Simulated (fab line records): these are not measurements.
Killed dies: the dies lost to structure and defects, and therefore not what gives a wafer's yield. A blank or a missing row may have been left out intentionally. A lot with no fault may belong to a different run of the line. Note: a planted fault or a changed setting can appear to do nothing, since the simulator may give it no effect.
Chamber matching | flow n5 finfet | N5_ZERO_LAYER_ETCH_17 on rie diel-06 has 4 sister chambers
The step etches SiO2 in CF4, target depth 12 nm, time 13.3 s. 8 wafers are shown with their chamber, then 7 later ones without.

== EACH WAFER AND ITS CHAMBER ==
wafer  | chamber | showerhead plenum p Torr (Torr) | drypump motor current A (A)
L076.3 | 2       | 2.25                            | 5.6
L077.1 | 1       | 2.13                            | 6.6
L077.5 | 1       | 2.13                            | 6.6
L078.1 | 0       | 2.09                            | 5.1
L078.3 | 2       | 2.24                            | 5.6
L078.5 | 0       | 2.09                            | 5.2
L079.1 | 3       | 2.23                            | 5.6
L079.4 | 3       | 2.23                            | 5.6

== WAFERS WITH NO CHAMBER GIVEN ==
wafer  | showerhead plenum p Torr (Torr) | drypump motor current A (A)
L079.6 | 2.09                            | 5.2
L088.2 | 2.09                            | 5.1
L088.3 | 2.24                            | 5.6
L088.5 | 2.24                            | 5.6
L090.4 | 2.22                            | 5.7
L090.5 | 2.24                            | 5.6
L090.6 | 2.22                            | 5.7

== CHAMBER TAKEN BY EACH ==
wafer  | from the rows above     | in truth
L079.6 | 0                       | 0
L088.2 | 0                       | 0
L088.3 | can't be placed: 2 or 3 | 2
L088.5 | can't be placed: 2 or 3 | 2
L090.4 | 3                       | 3
L090.5 | can't be placed: 2 or 3 | 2
L090.6 | 3                       | 3
Placed correctly: 4 of 7. From these rows, 3 cannot be placed; in 3 the true chamber is one of the candidates. Number placed wrongly: 0.
How it was worked out, from the rows above alone: a wafer's distance from a chamber is the root of the sum, over the readings, of the square of ((its reading less the chamber's mean) divided by the reading's scatter). If the next closest chamber is less than 2 further off than the closest, the wafer can't be placed; otherwise it belongs to the closest. Each chamber's mean is taken over the wafers shown for it. How the scatter is found: for the shown wafers, subtract from each reading the mean of its chamber, square and add these, divide the total by (wafers less chambers), then take the root.
